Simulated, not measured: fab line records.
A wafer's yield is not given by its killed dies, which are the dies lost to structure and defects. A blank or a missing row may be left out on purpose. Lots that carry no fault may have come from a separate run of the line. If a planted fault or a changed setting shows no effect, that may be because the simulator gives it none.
Which tool was responsible?    flow nand-harc    12 lots, 36 wafers sampled, at 1 step of a route of 1159

WHAT EACH GAUGE READ, for each wafer
NHARC_A_M1_INSPECT_27.
lot   measured      on                 raw-defect-count
L074  day 18 07:10  defect-inspect-02  354 312 547
L077  day 18 11:47  defect-inspect-02  395 234 395
L080  day 19 01:26  defect-inspect-01  598 548 727
L081  day 19 05:18  defect-inspect-01  430 578 519
L083  day 20 01:41  defect-inspect-01  507 494 542
L087  day 20 14:40  defect-inspect-01  501 453 426
L086  day 21 05:56  defect-inspect-02  306 335 320
L085  day 21 08:47  defect-inspect-02  317 324 310
L091  day 22 06:19  defect-inspect-01  405 730 511
L093  day 22 15:07  defect-inspect-01  435 568 567
L095  day 23 03:37  defect-inspect-02  401 365 380
L094  day 23 19:17  defect-inspect-01  388 669 493

EACH LOT AND THE TOOL THAT RAN IT (in order: tool; ch and the chambers of the sampled wafers; start)
Record: no process step prior to these readings.

THE ANSWER, worked out from the rows above alone
Rule: what is usual is taken from the lots themselves. The widest of any qualifying gaps counts: lots, ordered by their means at a reading, are off when they make up no more than a third of the lots, leave a main group of 4 or more, and stand apart from it by 3 or more times the standard deviation of that group's means. A main group is skipped when, at the precision printed for the reading in the tables above, its means are all equal. A lot without any number at a reading at which 4 lots or more have one is off too. The other lots that the step has rows for count as sound.
Nothing can be told from this: no lot is off at any reading shown.

WHAT THE SIMULATOR PUT IN
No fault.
